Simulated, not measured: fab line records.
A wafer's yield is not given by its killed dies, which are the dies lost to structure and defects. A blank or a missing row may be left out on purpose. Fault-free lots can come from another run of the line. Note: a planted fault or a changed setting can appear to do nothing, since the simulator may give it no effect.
Which tool did it? || flow n5Finfet || route of 1938 steps, sampled at 1 step: 12 lots, 36 wafers

== WHAT EACH GAUGE READ, for each wafer ==
N5_BEOL_M4_OVL_MEAS_29.
{"lot": "L075", "measured": "day 7 20:11", "on": "overlay-02", "V3_OVL (nm)": "1.6 1.9 1.7"}
{"lot": "L076", "measured": "day 8 08:38", "on": "overlay-01", "V3_OVL (nm)": "0.8 1.6 1.2"}
{"lot": "L079", "measured": "day 8 18:57", "on": "overlay-01", "V3_OVL (nm)": "1.0 1.6 0.8"}
{"lot": "L081", "measured": "day 9 08:32", "on": "overlay-01", "V3_OVL (nm)": "1.4 1.5 0.7"}
{"lot": "L083", "measured": "day 10 07:47", "on": "overlay-01", "V3_OVL (nm)": "-0.1 0.4 0.7"}
{"lot": "L085", "measured": "day 10 19:11", "on": "overlay-01", "V3_OVL (nm)": "1.4 1.6 1.3"}
{"lot": "L087", "measured": "day 11 02:48", "on": "overlay-02", "V3_OVL (nm)": "0.6 0.2 0.9"}
{"lot": "L089", "measured": "day 11 11:28", "on": "overlay-02", "V3_OVL (nm)": "0.8 0.4 0.4"}
{"lot": "L092", "measured": "day 12 11:15", "on": "overlay-01", "V3_OVL (nm)": "0.5 0.1 0.3"}
{"lot": "L094", "measured": "day 12 18:50", "on": "overlay-01", "V3_OVL (nm)": "0.3 0.1 0.6"}
{"lot": "L096", "measured": "day 13 04:46", "on": "overlay-02", "V3_OVL (nm)": "0.3 0.4 0.2"}
{"lot": "L091", "measured": "day 13 22:37", "on": "overlay-02", "V3_OVL (nm)": "-0.6 -1.2 -0.7"}

== WHICH TOOL RAN EACH LOT (tool, then ch and the chambers of the sampled wafers, then the start) ==
The record shows no process step preceding these readings.

== THE ANSWER, worked out from the rows above alone ==
Rule: the usual values come from the lots themselves. The widest of any qualifying gaps counts: lots, ordered by their means at a reading, are off when they make up no more than a third of the lots, leave a main group of 4 or more, and stand apart from it by 3 or more times the standard deviation of that group's means. Not used: any main group whose means are identical at the precision the tables above print for the reading. A lot without any number at a reading at which 4 lots or more have one is off too. Any other lot the step has rows for is counted as sound.
Nothing can be told from this: no lot is off at any reading shown.

== WHAT THE SIMULATOR HAD INSERTED ==
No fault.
